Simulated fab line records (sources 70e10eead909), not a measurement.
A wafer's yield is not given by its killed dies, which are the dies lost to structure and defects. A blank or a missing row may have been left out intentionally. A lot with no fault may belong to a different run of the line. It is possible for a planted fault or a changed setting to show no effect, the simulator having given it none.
A lot that was struck, set against a sound lot | flow nand_harc | 15 steps out of a route of 1159
Sound: the wafers L459.2, L459.3, L459.5. Struck: wafers L458.1, L458.2, L458.6. The cause is named last.
Order at every step that has rows: each side's tool, ch and its chambers, its first start. Under that, the readings that differ: sound wafers | struck wafers | difference of the means | sigmas: that difference in standard deviations of wafers without a fault.
alike: words and numbers the same on both sides, and readings whose means are apart by under 2 such deviations; not compared: readings that were withheld, readings missing a value for some wafer, numbers with overlapping values and no deviation given by the record, and bounds like >300 which may hide the same value.
Wherever a step has rows on one side only, a row that says differs or no value, or a row with sigmas, the two part there. Numbers that have no deviation but don't overlap get no sigmas and don't part them. A reading that every wafer of one side lacks parts them only if that side has two wafers or more.

NHARC_THIN_TSV_DEP_43: deposits SiO2, target thk 1328.5 nm.
  sound on pecvd-03 ch 0,1, day 22 18:47; struck on pecvd-01 ch 0,2, day 21 22:58
  alike: mfc_precursor_sccm, throttle_valve_pct
then, 8 steps without rows for these wafers: NHARC_THIN_TSV_DEHYDRATE_04 (time 120 s); NHARC_THIN_TSV_HMDS_05 (time 30 s); NHARC_THIN_TSV_COAT_06; NHARC_THIN_TSV_SOFTBAKE_07 (time 95 s); NHARC_THIN_TSV_EBR_08; NHARC_THIN_TSV_EXPOSE_09 (exposes mask TSV); NHARC_THIN_TSV_PEB_10 (peb time 85 s); NHARC_THIN_TSV_DEVELOP_11 (time 70 s).
NHARC_THIN_TSV_CD_MEAS_12: target cd 1000 nm.
  sound on cd_sem-02 ch 0, day 22 19:27; struck on cd_sem-02 ch 0, day 21 23:56
  alike: cd_nm
then, 1 step without rows for these wafers: NHARC_THIN_TSV_HARDBAKE_13 (time 80 s).
NHARC_THIN_TSV_DESCUM_14: chemistry O2, time 3 s.
  sound on rie_diel-09 ch 0,2, day 22 19:36; struck on rie_diel-09 ch 1,3, day 22 00:06
  alike: chamber_pressure_mTorr, drypump_motor_current_A, oes_product_au, rf_vpp_V, showerhead_plenum_p_Torr, throttle_valve_pct
  not compared: rf_hours_counter_h
NHARC_THIN_TSV_ETCH_44: etches the open film in CF4/O2, target depth 1594.2 nm, time 797.1 s.
  sound on rie_diel-09 ch 0,1, day 22 19:43; struck on rie_diel-09 ch 0,1, day 22 00:14
  no value came back on the struck wafers for any of 9 readings (bias_w (W), cf4_flow_sccm (sccm) and others); on the sound wafers bias_w (W) reads 807.0 800.4 798.4
  not compared: rf_hours_counter_h
NHARC_THIN_TSV_ETCH_15: target depth 3000 nm, bosch target overetch cycles 2, bosch etch step 2.8 s.
  sound on rie_si-03 ch 1,2, day 22 20:24; struck on rie_si-03 ch 0,1,3, day 22 00:47
  alike: drypump_motor_current_A
  not compared: rf_hours_counter_h
NHARC_END_SORT_01:
  sound on prober-02 ch 0, day 24 16:47; struck on prober-01 ch 0, day 23 08:35
  reading                  | sound          | struck         | difference | sigmas
  defect_limited_yield (%) | 95.4 95.3 96.0 | 0 0 0          | -96        | -60
  killed_at_other          | 3 1 0          | 653 651 659    | +653       | +99 or more
  killed_at_periphery      | 8 12 6         | 1 1 1          | -8         | -3
  killed_dies              | 31 32 27       | 677 677 677    | +647       | +59
  sort_bin_2_pct (%)       | 0.9 1.6 1.3    | 97.3 97.5 97.9 | +96.3      | +99 or more
  sort_n_pass              | 646 645 650    | 0 0 0          | -647       | -59
  sort_rim_yield_pct (%)   | 95 92 95       | 0 0 0          | -94        | -28
  sort_yield_pct (%)       | 95.4 95.3 96.0 | 0 0 0          | -96        | -60
  alike: killed_at_array, killed_open, killed_short, sort_bin_3_pct, sort_bin_4_pct

== WHERE THEY PART ==
Earliest at NHARC_THIN_TSV_ETCH_44; latest, in this record, at NHARC_END_SORT_01.

WHY: whatever the simulator had introduced
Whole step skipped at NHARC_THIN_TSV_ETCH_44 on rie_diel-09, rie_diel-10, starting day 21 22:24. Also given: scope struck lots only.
